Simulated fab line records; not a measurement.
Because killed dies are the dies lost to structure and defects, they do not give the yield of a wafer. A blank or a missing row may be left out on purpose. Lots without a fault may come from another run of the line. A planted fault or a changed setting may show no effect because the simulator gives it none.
Matching of chambers | flow nand harc | NHARC_P_GATE_ALD_36 on ald sin-04: 4 sister chambers
The step deposits SiNx, target thk 20 nm, pulse time 60 s, ald cycles 223. 8 wafers are shown with their chamber, then 8 later ones without.

WAFERS PAIRED WITH THEIR CHAMBERS
wafer  | chamber | heater power w (W) | precursor pulse height rel
L081.3 | 3       | 836                | 0.997
L081.2 | 2       | 1014               | 0.997
L081.5 | 3       | 843                | 1.013
L081.6 | 0       | 811                | 0.989
L084.1 | 2       | 993                | 1.018
L084.4 | 0       | 801                | 0.994
L084.6 | 1       | 682                | 0.967
L087.1 | 1       | 667                | 1.033

WAFERS WITHOUT THEIR CHAMBER
wafer  | heater power w (W) | precursor pulse height rel
L087.3 | 1012               | 0.989
L087.5 | 674                | 1.018
L093.4 | 865                | 0.953
L093.5 | 892                | 1.007
L093.6 | 709                | 0.952
L094.3 | 956                | 0.955
L094.4 | 740                | 0.980
L094.5 | 967                | 1.005

WHICH CHAMBER EACH WENT THROUGH
wafer  | from the rows above     | in truth
L087.3 | 2                       | 2
L087.5 | 1                       | 1
L093.4 | 3                       | 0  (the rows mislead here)
L093.5 | 3                       | 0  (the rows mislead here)
L093.6 | 1                       | 1
L094.3 | 2                       | 2
L094.4 | can't be placed: 1 or 0 | 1
L094.5 | 2                       | 2
Placed correctly: 5 of 8. Unplaceable from these rows: 1, with the true chamber sitting among the candidates in 1. Number placed wrongly: 2.
How it was worked out, from the rows above alone: a wafer's distance from a chamber is the root of the sum, over the readings, of the square of ((its reading less the chamber's mean) divided by the reading's scatter). The wafer belongs to the nearest chamber; if the next one is less than 2 further off, it can't be placed. The mean given for a chamber averages the wafers shown for that chamber. How the scatter is found: for the shown wafers, subtract from each reading the mean of its chamber, square and add these, divide the total by (wafers less chambers), then take the root.
